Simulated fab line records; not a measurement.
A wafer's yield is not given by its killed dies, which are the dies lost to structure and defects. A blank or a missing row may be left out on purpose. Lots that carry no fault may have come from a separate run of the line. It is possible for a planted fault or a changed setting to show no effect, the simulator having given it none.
What tool caused it? ; flow nandHarc ; 24 lots with 72 wafers sampled at 6 steps, on a route of 1302 steps

## WHAT THE GAUGES READ, wafer by wafer
No reading from a measuring or inspecting step in the record can be judged against a usual standard deviation.

## WHICH TOOL RAN EACH LOT (tool, then ch and the chambers of the sampled wafers, then the start)
lot;NHARC_A_STAIRCASE_TRIM_229;NHARC_A_STAIRCASE_HM_DEP_456;NHARC_A_STAIRCASE_DESCUM_270;NHARC_A_STAIRCASE_ETCH_273;NHARC_A_STAIRCASE_DESCUM_291;NHARC_A_STAIRCASE_HM_DEP_462
L074;rieDiel-13 ch 1,2, day 15 19:44;aclDep-02 ch 0, day 15 23:17;rieDiel-13 ch 1,3, day 16 02:09;rieDiel-13 ch 0,3, day 16 09:03 or earlier;rieDiel-09 ch 1,2, day 16 09:03;aclDep-03 ch 0, day 16 17:06
L075;rieDiel-13 ch 0,1,3, day 16 05:35;aclDep-02 ch 0, day 16 14:05;rieDiel-12 ch 0,1,3, day 16 16:31;rieDiel-12 ch 1,2,3, day 16 23:40 or earlier;rieDiel-12 ch 0,2,3, day 16 23:40;aclDep-03 ch 0, day 17 03:29
L077;rieDiel-09 ch 0,2, day 17 00:41;aclDep-02 ch 0, day 17 05:31;rieDiel-13 ch 0,2, day 17 08:29;rieDiel-13 ch 1,3, day 17 16:10 or earlier;rieDiel-13 ch 0,3, day 17 16:10;aclDep-02 ch 0, day 17 21:02
L078;rieDiel-13 ch 0,2, day 17 01:23;aclDep-01 ch 0, day 17 05:53;rieDiel-09 ch 1,3, day 17 08:46;rieDiel-09 ch 0,2,3, day 17 14:36 or earlier;rieDiel-09 ch 1,2,3, day 17 14:36;aclDep-01 ch 0, day 17 17:08
L076;rieDiel-09 ch 1,2,3, day 17 23:46;aclDep-01 ch 0, day 18 06:02;rieDiel-12 ch 0,1,3, day 18 08:46;rieDiel-12 ch 1,2,3, day 18 16:45 or earlier;rieDiel-13 ch 0,1,2, day 18 16:45;aclDep-03 ch 0, day 18 20:14
L079;rieDiel-09 ch 1,2,3, day 18 06:04;aclDep-03 ch 0, day 18 09:53;rieDiel-09 ch 1,2, day 18 12:35;rieDiel-09 ch 0,2, day 18 21:14 or earlier;rieDiel-12 ch 0,3, day 18 21:14;aclDep-03 ch 0, day 19 00:13
L080;rieDiel-09 ch 1,2, day 18 08:24;aclDep-01 ch 0, day 18 14:01;rieDiel-12 ch 0,1,2, day 18 16:52;rieDiel-12 ch 0,3, day 19 00:56 or earlier;rieDiel-09 ch 0,1,3, day 19 00:56;aclDep-03 ch 0, day 19 05:24
L081;rieDiel-13 ch 2,3, day 19 06:19;aclDep-02 ch 0, day 19 09:55;rieDiel-13 ch 2,3, day 19 12:39;rieDiel-13 ch 1,2, day 19 18:34 or earlier;rieDiel-13 ch 0,3, day 19 18:34;aclDep-03 ch 0, day 19 20:59
L082;rieDiel-09 ch 0,2, day 19 06:55;aclDep-02 ch 0, day 19 11:47;rieDiel-13 ch 0,1,3, day 19 14:37;rieDiel-13 ch 2,3, day 19 20:45 or earlier;rieDiel-13 ch 0,1,3, day 19 20:45;aclDep-01 ch 0, day 20 00:22
L083;rieDiel-13 ch 0,3, day 19 18:44;aclDep-03 ch 0, day 20 01:04;rieDiel-12 ch 1,2, day 20 03:41;rieDiel-12 ch 1,3, day 20 12:32 or earlier;rieDiel-09 ch 1,2,3, day 20 12:32;aclDep-01 ch 0, day 20 19:14
L085;rieDiel-09 ch 0,1, day 20 10:41;aclDep-03 ch 0, day 20 19:08;rieDiel-09 ch 0,2,3, day 20 21:33;rieDiel-09 ch 0,2,3, day 21 04:55 or earlier;rieDiel-12 ch 1,2, day 21 04:55;aclDep-02 ch 0, day 21 12:40
L084;rieDiel-13 ch 0,3, day 20 11:01;aclDep-02 ch 0, day 20 19:47;rieDiel-13 ch 2,3, day 20 22:37;rieDiel-13 ch 0,1,2, day 21 09:40 or earlier;rieDiel-13 ch 0,1,2, day 21 09:40;aclDep-01 ch 0, day 21 14:47
L086;rieDiel-09 ch 1,2, day 21 04:22;aclDep-01 ch 0, day 21 13:14;rieDiel-09 ch 1,2,3, day 21 15:50;rieDiel-09 ch 0,1,3, day 21 22:08 or earlier;rieDiel-13 ch 0,1,3, day 21 22:08;aclDep-02 ch 0, day 22 03:43
L087;rieDiel-12 ch 1,2,3, day 21 17:45;aclDep-02 ch 0, day 21 21:37;rieDiel-13 ch 0,1,3, day 22 00:16;rieDiel-13 ch 0,1,2, day 22 08:28 or earlier;rieDiel-12 ch 0,1,2, day 22 08:28;aclDep-02 ch 0, day 22 11:01
L089;rieDiel-12 ch 0,1,2, day 22 12:13;aclDep-03 ch 0, day 22 15:48;rieDiel-12 ch 0,1,3, day 22 18:31;rieDiel-12 ch 0,1,2, day 23 02:45 or earlier;rieDiel-12 ch 0,1,3, day 23 02:45;aclDep-03 ch 0, day 23 05:02
L088;rieDiel-09 ch 0,2,3, day 22 13:34;aclDep-01 ch 0, day 22 19:03;rieDiel-12 ch 0,1,2, day 22 21:11;rieDiel-12 ch 1,3, day 23 03:49 or earlier;rieDiel-13 ch 1,2,3, day 23 03:49;aclDep-02 ch 0, day 23 06:43
L090;rieDiel-13 ch 0,1,3, day 23 08:37;aclDep-02 ch 0, day 23 16:16;rieDiel-13 ch 0,1,2, day 23 18:12;rieDiel-13 ch 1,2, day 24 00:38 or earlier;rieDiel-09 ch 0,2,3, day 24 00:38;aclDep-02 ch 0, day 24 08:01
L091;rieDiel-12 ch 0,1,3, day 23 09:52;aclDep-01 ch 0, day 23 14:04;rieDiel-09 ch 0,1,3, day 23 16:54;rieDiel-09 ch 0,2,3, day 23 22:46 or earlier;rieDiel-13 ch 0,2,3, day 23 22:46;aclDep-03 ch 0, day 24 05:46
L092;rieDiel-09 ch 0,1,3, day 23 20:55;aclDep-02 ch 0, day 24 05:33;rieDiel-09 ch 0,2,3, day 24 08:07;rieDiel-09 ch 0,1,2, day 24 17:55 or earlier;rieDiel-09 ch 0,2, day 24 17:55;aclDep-02 ch 0, day 24 20:28
L095;rieDiel-12 ch 0,1,3, day 24 13:37;aclDep-03 ch 0, day 24 18:27;rieDiel-12 ch 1,2,3, day 24 21:14;rieDiel-12 ch 2,3, day 25 03:04 or earlier;rieDiel-13 ch 1,2, day 25 03:04;aclDep-03 ch 0, day 25 08:29
L094;rieDiel-12 ch 1,2, day 24 19:40;aclDep-02 ch 0, day 24 23:33;rieDiel-12 ch 0,3, day 25 01:56;rieDiel-12 ch 0,1, day 25 07:47 or earlier;rieDiel-12 ch 2,3, day 25 07:47;aclDep-03 ch 0, day 25 10:38
L093;rieDiel-13 ch 0,3, day 25 01:09;aclDep-02 ch 0, day 25 06:03;rieDiel-13 ch 0,3, day 25 08:46;rieDiel-13 ch 1,2,3, day 25 14:34 or earlier;rieDiel-09 ch 1,2, day 25 14:34;aclDep-02 ch 0, day 25 20:30
L096;rieDiel-12 ch 1,2,3, day 25 05:47;aclDep-02 ch 0, day 25 09:37;rieDiel-12 ch 0,1,2, day 25 12:29;rieDiel-12 ch 2,3, day 25 21:35 or earlier;rieDiel-09 ch 0,1,2, day 25 21:35;aclDep-03 ch 0, day 26 00:25
L097;rieDiel-09 ch 1,2,3, day 25 13:02;aclDep-01 ch 0, day 25 20:22;rieDiel-13 ch 1,2,3, day 25 23:05;rieDiel-13 ch 0,1,3, day 26 05:14 or earlier;rieDiel-12 ch 2,3, day 26 05:14;aclDep-01 ch 0, day 26 07:37
- NHARC_A_STAIRCASE_TRIM_229: chemistry O2, time 211.2 s.
- NHARC_A_STAIRCASE_HM_DEP_456: deposits aC, target thk 3100 nm.
- NHARC_A_STAIRCASE_DESCUM_270: chemistry O2, time 3 s.
- NHARC_A_STAIRCASE_ETCH_273: etches the open film in C4F8/O2/Ar, target depth 10200 nm, time 2468.6 s.
- NHARC_A_STAIRCASE_DESCUM_291: chemistry O2, time 3 s.
- NHARC_A_STAIRCASE_HM_DEP_462: deposits aC, target thk 800 nm.

## AS READ BY THE TOOLS THEMSELVES (means over the sampled wafers that have a number; for cases with no such wafer, the mark the record gives instead)
NHARC_A_STAIRCASE_TRIM_229.
lot;tool;drypumpMotorCurrentA (A);oesProductAu (a.u.);rfVppV (V);showerheadPlenumPTorr (Torr);throttleValvePct (%)
L074;rieDiel-13;5.4;1.003;58.0;3.46;17.041
L075;rieDiel-13;5.6;1.011;57.6;3.51;17.040
L077;rieDiel-09;5.4;1.002;58.4;3.53;17.037
L078;rieDiel-13;6.3;1.010;58.5;3.37;17.036
L076;rieDiel-09;5.9;0.996;56.8;3.50;17.037
L079;rieDiel-09;5.9;0.998;57.9;3.50;17.036
L080;rieDiel-09;5.6;1.004;57.6;3.38;17.034
L081;rieDiel-13;5.5;1.006;57.6;3.46;17.039
L082;rieDiel-09;5.4;0.996;57.5;3.53;17.042
L083;rieDiel-13;6.0;1.005;57.6;3.45;17.043
L085;rieDiel-09;5.4;1.003;56.9;3.34;17.028
L084;rieDiel-13;6.0;1.011;58.3;3.45;17.038
L086;rieDiel-09;5.7;0.997;57.4;3.47;17.036
L087;rieDiel-12;5.9;1.007;58.0;3.51;17.034
L089;rieDiel-12;5.4;0.994;58.0;3.54;17.045
L088;rieDiel-09;5.8;1.001;58.0;3.56;17.038
L090;rieDiel-13;5.6;0.994;57.9;3.48;17.032
L091;rieDiel-12;5.4;0.999;58.5;3.65;17.033
L092;rieDiel-09;5.7;1.006;57.5;3.64;17.038
L095;rieDiel-12;5.4;0.995;58.2;3.65;17.041
L094;rieDiel-12;5.9;1.004;57.2;3.38;17.038
L093;rieDiel-13;5.5;0.998;57.0;3.52;17.041
L096;rieDiel-12;5.8;1.002;57.1;3.50;17.048
L097;rieDiel-09;5.9;1.002;59.0;3.65;17.032

NHARC_A_STAIRCASE_HM_DEP_456.
lot;tool;throttleValvePct (%)
L074;aclDep-02;35.004
L075;aclDep-02;35.000
L077;aclDep-02;35.013
L078;aclDep-01;35.002
L076;aclDep-01;35.002
L079;aclDep-03;35.006
L080;aclDep-01;35.002
L081;aclDep-02;35.003
L082;aclDep-02;34.997
L083;aclDep-03;35.013
L085;aclDep-03;35.001
L084;aclDep-02;34.991
L086;aclDep-01;35.003
L087;aclDep-02;35.007
L089;aclDep-03;34.999
L088;aclDep-01;35.002
L090;aclDep-02;35.006
L091;aclDep-01;35.002
L092;aclDep-02;34.993
L095;aclDep-03;34.997
L094;aclDep-02;35.006
L093;aclDep-02;35.009
L096;aclDep-02;35.005
L097;aclDep-01;35.008

NHARC_A_STAIRCASE_DESCUM_270.
lot;tool;drypumpMotorCurrentA (A);oesProductAu (a.u.);rfVppV (V);showerheadPlenumPTorr (Torr);throttleValvePct (%)
L074;rieDiel-13;5.2;1.008;57.6;1.93;11.310
L075;rieDiel-12;5.4;1.003;57.4;1.90;11.321
L077;rieDiel-13;6.0;1.004;57.5;1.83;11.315
L078;rieDiel-09;5.8;1.009;58.0;1.84;11.316
L076;rieDiel-12;5.4;1.001;57.7;1.89;11.308
L079;rieDiel-09;5.6;1.001;56.9;1.83;11.315
L080;rieDiel-12;5.4;1.007;58.1;1.82;11.312
L081;rieDiel-13;5.2;0.999;57.9;1.93;11.319
L082;rieDiel-13;5.5;1.000;58.0;1.89;11.320
L083;rieDiel-12;5.3;1.007;57.4;1.86;11.317
L085;rieDiel-09;5.8;1.001;58.3;1.94;11.307
L084;rieDiel-13;5.5;0.995;58.8;1.87;11.303
L086;rieDiel-09;5.9;1.004;57.8;1.89;11.305
L087;rieDiel-13;5.5;1.003;57.5;1.89;11.309
L089;rieDiel-12;5.4;1.003;57.3;1.99;11.309
L088;rieDiel-12;5.4;1.001;57.6;1.92;11.310
L090;rieDiel-13;5.8;1.013;57.3;1.83;11.305
L091;rieDiel-09;5.7;1.010;57.6;1.97;11.329
L092;rieDiel-09;5.8;1.004;57.7;1.93;11.310
L095;rieDiel-12;5.9;1.002;56.4;1.90;11.316
L094;rieDiel-12;5.8;0.998;57.8;2.03;11.306
L093;rieDiel-13;5.5;0.993;57.5;1.91;11.309
L096;rieDiel-12;5.4;1.005;57.6;1.91;11.307
L097;rieDiel-13;5.3;1.000;56.9;1.88;11.313

NHARC_A_STAIRCASE_ETCH_273.
lot;tool;oesProductAu (a.u.);rfVppV (V)
L074;rieDiel-13;0.943;1823
L075;rieDiel-12;0.928;1827
L077;rieDiel-13;0.938;1832
L078;rieDiel-09;0.935;1831
L076;rieDiel-12;0.944;1826
L079;rieDiel-09;0.947;1829
L080;rieDiel-12;0.935;1829
L081;rieDiel-13;0.948;1817
L082;rieDiel-13;0.945;1828
L083;rieDiel-12;0.939;1828
L085;rieDiel-09;0.940;1830
L084;rieDiel-13;0.933;1818
L086;rieDiel-09;0.946;1822
L087;rieDiel-13;0.957;1816
L089;rieDiel-12;0.938;1829
L088;rieDiel-12;0.930;1828
L090;rieDiel-13;0.943;1819
L091;rieDiel-09;0.940;1828
L092;rieDiel-09;0.925;1833
L095;rieDiel-12;0.940;1822
L094;rieDiel-12;0.951;1837
L093;rieDiel-13;0.949;1822
L096;rieDiel-12;0.932;1821
L097;rieDiel-13;0.942;1822

NHARC_A_STAIRCASE_DESCUM_291.
lot;tool;drypumpMotorCurrentA (A);oesProductAu (a.u.);rfVppV (V);showerheadPlenumPTorr (Torr);throttleValvePct (%)
L074;rieDiel-09;5.6;0.992;58.0;1.89;11.315
L075;rieDiel-12;5.9;1.005;57.6;1.88;11.310
L077;rieDiel-13;5.9;0.999;58.1;1.88;11.305
L078;rieDiel-09;5.9;1.000;56.8;1.90;11.312
L076;rieDiel-13;5.9;1.007;57.4;1.84;11.315
L079;rieDiel-12;5.4;0.999;57.9;1.85;11.309
L080;rieDiel-09;5.7;0.996;56.8;1.88;11.320
L081;rieDiel-13;5.5;1.005;58.5;1.92;11.307
L082;rieDiel-13;5.6;1.003;57.6;1.89;11.311
L083;rieDiel-09;5.9;1.005;58.8;1.89;11.307
L085;rieDiel-12;5.9;1.007;58.0;1.84;11.306
L084;rieDiel-13;5.8;0.994;57.7;1.83;11.321
L086;rieDiel-13;5.5;1.005;56.9;1.89;11.308
L087;rieDiel-12;5.4;1.008;57.8;1.92;11.325
L089;rieDiel-12;5.4;1.002;58.5;1.99;11.308
L088;rieDiel-13;5.3;1.005;58.3;1.89;11.301
L090;rieDiel-09;5.8;1.012;57.8;1.93;11.309
L091;rieDiel-13;5.7;0.993;57.0;1.86;11.315
L092;rieDiel-09;5.5;0.999;57.9;1.91;11.308
L095;rieDiel-13;5.6;1.002;58.3;1.83;11.306
L094;rieDiel-12;6.3;0.992;57.1;1.94;11.303
L093;rieDiel-09;5.6;1.004;58.9;1.98;11.313
L096;rieDiel-09;5.5;1.000;57.7;1.96;11.320
L097;rieDiel-12;6.3;1.001;57.1;1.94;11.305

NHARC_A_STAIRCASE_HM_DEP_462.
lot;tool;throttleValvePct (%)
L074;aclDep-03;34.997
L075;aclDep-03;35.007
L077;aclDep-02;35.002
L078;aclDep-01;34.999
L076;aclDep-03;35.009
L079;aclDep-03;35.000
L080;aclDep-03;35.008
L081;aclDep-03;35.000
L082;aclDep-01;34.999
L083;aclDep-01;35.003
L085;aclDep-02;34.994
L084;aclDep-01;35.001
L086;aclDep-02;34.997
L087;aclDep-02;35.002
L089;aclDep-03;35.005
L088;aclDep-02;35.000
L090;aclDep-02;35.007
L091;aclDep-03;35.002
L092;aclDep-02;34.995
L095;aclDep-03;35.002
L094;aclDep-03;35.002
L093;aclDep-02;34.995
L096;aclDep-03;34.999
L097;aclDep-01;35.009

## THE ANSWER, worked out from the rows above alone
Rule: the lots themselves supply what counts as usual. The widest of any qualifying gaps counts: lots, ordered by their means at a reading, are off when they make up no more than a third of the lots, leave a main group of 4 or more, and stand apart from it by 3 or more times the standard deviation of that group's means. The tables above print the reading to a certain number of digits; a main group whose means all agree to those digits is not used. Also off: a lot with no number at a reading for which 4 or more lots have one. All remaining lots with rows at the step are treated as sound. The gauges are gone through in route order, then the tools' own readings, and for those a lot's mean is taken as printed above. At the first step where some lot is off, the reading lying furthest off is the one used; lots without a number count as furthest.
None of the lots is off at any reading shown; this tells nothing.

## WHAT THE SIMULATOR HAD PUT IN
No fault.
